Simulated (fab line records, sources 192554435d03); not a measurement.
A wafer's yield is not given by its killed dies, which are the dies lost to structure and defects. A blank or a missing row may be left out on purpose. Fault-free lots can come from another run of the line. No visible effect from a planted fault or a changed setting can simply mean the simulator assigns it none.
Which tool was responsible? -- flow n5_finfet -- Sampling: 9 lots, 27 wafers, 4 of 1938 route steps

## WHAT THE GAUGES READ, wafer by wafer
N5_BEOL_M9_THK_MEAS_01.
lot,measured,on,M9_ILD_THK (nm)
L939,day 9 20:04,film_metro-01,267 266 267
L940,day 9 23:28,film_metro-02,268 269 273
L941,day 10 00:47,film_metro-01,268 275 273
L942,day 10 06:02,film_metro-01,264 270 269
L943,day 10 19:47,film_metro-02,269 269 273
L945,day 11 19:24,film_metro-01,544 546 558
L956,day 13 23:56,film_metro-01,262 263 266
L953,day 14 08:50,film_metro-01,541 549 541
L959,day 15 08:30,film_metro-01,268 271 269

## WHAT TOOL EACH LOT RAN ON (gives the tool, then ch and the chambers of the sampled wafers, and finally the start)
lot,N5_BEOL_M8_ETCH_66,N5_BEOL_M8_ANNEAL_51,N5_BEOL_M9_ILD_DEP_00
L939,"rie_diel-01 ch 1,2,3, day 9 16:55","rtp_anneal-02 ch 0, day 9 18:42","pecvd-03 ch 0,1, day 9 19:28"
L940,"rie_diel-01 ch 0,1,2, day 9 20:10","rtp_anneal-02 ch 0, day 9 22:01","pecvd-03 ch 1,2, day 9 22:50"
L941,"rie_diel-02 ch 1,2,3, day 9 20:26","rtp_anneal-01 ch 0, day 9 23:23","pecvd-01 ch 0, day 10 00:10"
L942,"rie_diel-01 ch 0,3, day 10 00:51","rtp_anneal-01 ch 0, day 10 04:32","pecvd-01 ch 0,1, day 10 05:18"
L943,"rie_diel-06 ch 0,1,2, day 10 15:35","rtp_anneal-01 ch 0, day 10 18:30","pecvd-02 ch 1,2, day 10 19:12"
L945,"rie_diel-01 ch 0,1, day 11 14:34","rtp_anneal-01 ch 0, day 11 17:49","pecvd-02 ch 0,1, day 11 18:33"
L956,"rie_diel-02 ch 0,2, day 13 18:48","rtp_anneal-02 ch 0, day 13 22:17","pecvd-02 ch 0,2, day 13 23:21"
L953,"rie_diel-02 ch 0,1,2, day 14 04:29","rtp_anneal-02 ch 0, day 14 07:12","pecvd-02 ch 0,1,2, day 14 07:59"
L959,"rie_diel-02 ch 1,2,3, day 15 04:24","rtp_anneal-01 ch 0, day 15 07:10","pecvd-01 ch 0,1, day 15 07:55"
- N5_BEOL_M8_ETCH_66: etches SOC in N2/H2, target depth 80 nm, overetch 16 nm, time 120 s.
- N5_BEOL_M8_ANNEAL_51: time 90 s.
- N5_BEOL_M9_ILD_DEP_00: deposits SiCOH lowk from DEMS/porogen, target thk 308.51 nm, time 58 s.

## THE ANSWER, worked out from the rows above alone
Rule: usual is defined by the lots themselves. The widest of any qualifying gaps counts: lots, ordered by their means at a reading, are off when they make up no more than a third of the lots, leave a main group of 4 or more, and stand apart from it by 3 or more times the standard deviation of that group's means. If all means in a main group match to the digits the tables above print for the reading, that group is not used. Also off: a lot with no number at a reading for which 4 or more lots have one. The other lots that the step has rows for count as sound.
Off: at N5_BEOL_M9_THK_MEAS_01 (M9_ILD_THK), L945, L953. Main group: mean 269 nm, sd 2.6.
If a tool, at a process step before that reading, ran all the lots that are off and no sound lot after the first of them, it fits. Those tools and the gauges at N5_BEOL_M9_THK_MEAS_01 are tried in the same way. Not one of the candidates tried fits.

## WHAT WAS PUT IN BY THE SIMULATOR
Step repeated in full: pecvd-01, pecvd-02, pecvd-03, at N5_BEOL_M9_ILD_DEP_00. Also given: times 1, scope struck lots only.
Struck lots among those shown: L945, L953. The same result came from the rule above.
